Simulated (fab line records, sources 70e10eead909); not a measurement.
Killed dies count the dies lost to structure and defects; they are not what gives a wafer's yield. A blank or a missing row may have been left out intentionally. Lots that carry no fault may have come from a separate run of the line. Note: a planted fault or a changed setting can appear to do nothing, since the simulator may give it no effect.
Problem report in the 8D (eight disciplines) form, filled by code | flow nand harc | the parts of the form that need people (team, actions taken, sign-off) are left out

1. PROBLEM STATEMENT
Wafers without a fault read 3.3, standard deviation 2.4; killed at periphery at NHARC_END_SORT_01 reads a mean of 75.2 on 6 wafers belonging to 2 lots. That is +30 standard deviations from the usual mean.
First observed at day 25 05:05: wafer L410.1, on prober-02. The record holds 6 wafers of 2 lots with a number at this step. The rule behind "out" and "out of limits": a value lying over 4 standard deviations away from the usual mean. Any other wafer with a number is counted as sound.

2. WHAT IT IS, AND WHAT IT ISN'T
question                    | is                               | is not
which readings at this step | killed at periphery, killed dies | killed at array, killed at other, killed open, killed short
which lots                  | L410, L411                       | -
which wafers of those lots  | all that have a number           | -
read on which gauges        | prober-01, prober-02             | -
when                        | from day 25 05:05                | up to then (0 sound wafers)

3. SUSPECTS, AND WHAT RULES EACH OUT
Counting: a tool stays on the suspect list if, at a process step up to the reading, it processed all lots that are out and no sound lot following the first of them.
- the gauge at NHARC_END_SORT_01 has been ruled out. The wafers that are out were read on 2 gauges (prober-01, prober-02).
- pvd sputter-03 at NHARC_P_CONTACT_PVD_32 (deposits Ti, target thk 5 nm, time 17.7 s): kept. It ran every lot that is out, first L410 (day 11 04:09), and no sound lot after that.
- plasma asher-02 at NHARC_THIN_TSV_STRIP_56 (strips in O2): kept. It ran every lot that is out, first L410 (day 24 15:52), and no sound lot after that.
The count leaves plasma asher-02 at NHARC_THIN_TSV_STRIP_56 and pvd sputter-03 at NHARC_P_CONTACT_PVD_32.

4. THE CAUSE (what the simulator had put in)
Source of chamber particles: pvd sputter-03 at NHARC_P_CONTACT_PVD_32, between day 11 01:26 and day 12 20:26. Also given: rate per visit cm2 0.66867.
After counting, 2 suspects remain, this tool included.

5. THE EFFECT CHAIN, in route order
One row per reading whose mean, taken over the struck wafers that have a number, lies over 3 standard deviations from the usual. Only readings for which the record gives a usual standard deviation are gone through. hours: the time from each lot's start at the first step in this table that gives one to its start at this step, as a median over the lots. sigmas: the change in usual standard deviations.
hours | step              | reading             | usual | on struck wafers | change | sigmas
0     | NHARC_END_SORT_01 | killed at periphery | 3.3   | 75.2             | +71.9  | +30
0     | NHARC_END_SORT_01 | killed dies         | 33    | 105              | +72    | +6.5

6. HOW IT WOULD HAVE BEEN CAUGHT EARLIER
In this record the first reading out of limits at a measuring or inspecting step was taken at day 25 05:05, 340 hours after the fault began at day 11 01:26.
Of the tool readings at NHARC_P_CONTACT_PVD_32 for which the record gives a usual standard deviation, none was out on any struck wafer, so an alarm limit of 4 standard deviations on them would not have fired.
All the lots that are out (2) had begun NHARC_P_CONTACT_PVD_32 on pvd sputter-03 by day 25 05:05. None of them would have been spared by holding the tool at that moment.
